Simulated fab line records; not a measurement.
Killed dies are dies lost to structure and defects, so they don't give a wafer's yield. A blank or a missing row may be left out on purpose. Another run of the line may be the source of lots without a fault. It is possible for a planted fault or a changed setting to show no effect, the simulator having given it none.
Split-lot study + flow n5_finfet + 21 wafers read from 7 lots, route of 1938 steps

## ABOUT THE SPLIT
At N5_WELL_APT_EXPOSE_05 (exposes mask NWELL, defocus 0 nm, target cd 200 nm), the setting dose_mj was moved away from the recipe's 20.3 on 8 of the 21 wafers read, by -6.5% to +4.5%. The other wafers ran this setting at the recipe's value.

## FROM THE SPLIT TO THE READING: what the file shows between them, 2 steps
- N5_WELL_APT_DEVELOP_07: develop time 45 s (also split here: develop_time_s)
- N5_WELL_APT_HARDBAKE_12: time 120 s

## THE READING
cd_nm at N5_WELL_APT_CD_MEAS_08, given in nm (cd target 200 nm). Typical for fault-free wafers on this fab line: 199.0 nm, with standard deviation 2 nm.

| wafer  | tool, chamber at the split | dose_mj as run | against the recipe | cd_nm, nm | against lot-mates on the recipe |
|--------|----------------------------|----------------|--------------------|-----------|---------------------------------|
| L078.1 | krf_scanner-01, 0          | 20.3           | recipe             | 200.0     | -                               |
| L078.3 | krf_scanner-01, 0          | 20.3           | recipe             | 199.2     | -                               |
| L078.6 | krf_scanner-01, 0          | 20.73          | +2.1%              | 199.6     | +0.0                            |
| L079.2 | krf_scanner-01, 0          | 21.22          | +4.5%              | 205.2     | +5.0                            |
| L079.3 | krf_scanner-01, 0          | 20.3           | recipe             | 199.8     | -                               |
| L079.5 | krf_scanner-01, 0          | 20.3           | recipe             | 200.6     | -                               |
| L082.2 | krf_scanner-01, 0          | 20.81          | +2.5%              | 201.2     | +2.5                            |
| L082.3 | krf_scanner-01, 0          | 20.3           | recipe             | 198.7     | -                               |
| L082.4 | krf_scanner-01, 0          | 20.81          | +2.5%              | 200.6     | +1.9                            |
| L091.1 | krf_scanner-02, 0          | 20.3           | recipe             | 196.5     | -                               |
| L091.2 | krf_scanner-02, 0          | 20.3           | recipe             | 198.3     | -                               |
| L091.6 | krf_scanner-02, 0          | 20.3           | recipe             | 197.0     | -                               |
| L094.1 | krf_scanner-02, 0          | 20.3           | recipe             | 199.6     | -                               |
| L094.4 | krf_scanner-02, 0          | 20.3           | recipe             | 198.0     | -                               |
| L094.5 | krf_scanner-02, 0          | 20.3           | recipe             | 200.6     | -                               |
| L095.1 | krf_scanner-01, 0          | 20.3           | recipe             | 196.7     | -                               |
| L095.2 | krf_scanner-01, 0          | 18.99          | -6.5%              | 189.0     | -7.7                            |
| L095.6 | krf_scanner-01, 0          | 18.99          | -6.5%              | 190.1     | -6.6                            |
| L097.2 | krf_scanner-02, 0          | 21.18          | +4.3%              | 206.2     | +8.9                            |
| L097.4 | krf_scanner-02, 0          | 21.18          | +4.3%              | 207.4     | +10.1                           |
| L097.5 | krf_scanner-02, 0          | 20.3           | recipe             | 197.3     | -                               |

THE FIT
A straight line over all 21 wafers: cd_nm changes by +1.46 nm for each +1% of dose_mj; r = +0.94; the points scatter about the line by 1.5 nm.
The same after taking each lot's own level away (the mean of its wafers on the recipe; 21 wafers): +1.3 nm for each +1%; r = +0.92; scatter 1.6 nm.
That fit puts the effect of the largest move of dose_mj on the reading at 8.4 nm.
Measured against the standard deviation above, the lots' own levels, which go from 196.70 to 200.20 nm, span 1.8 times it.
Thus the slope moves with the lot-to-lot level: the two fits are different.
Check: for one of the wafers moved furthest among these (-6.5%), held out of the fit, the line's prediction against its lot-mates is -8.48 nm. It came out at -7.7 nm against them.

## THESE WAFERS: OTHER SPLITS
Note: prior to the reading, these wafers also went through further splits. Each is held against what the fit with the lots' levels taken away leaves over:
| other split on the same wafers        | wafers away from the commonest value | r with cd_nm (lot level and that fit taken away) |
|---------------------------------------|--------------------------------------|--------------------------------------------------|
| N5_WELL_APT_DEVELOP_07 develop_time_s | 9                                    | +0.19                                            |

## THE WHOLE CHAIN: every reading that the file lists as answering this split, in the file's order
| step                   | what it does             | reading                                                         | change (the file's fit)              | r (the file's) |
|------------------------|--------------------------|-----------------------------------------------------------------|--------------------------------------|----------------|
| N5_WELL_APT_CD_MEAS_08 | target cd 200 nm         | cd_nm                                                           | +1.25 nm for each +1% of the setting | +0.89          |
| N5_WELL_APT_DESCUM_13  | chemistry O2, time 7.9 s | WELL_APT.cd_nm (the simulator's own value, which no gauge read) | +1.25 nm for each +1% of the setting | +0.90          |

## FILE'S OWN FIT
cd_nm changes by +1.25 nm for each +1% of dose_mj, r = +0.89.
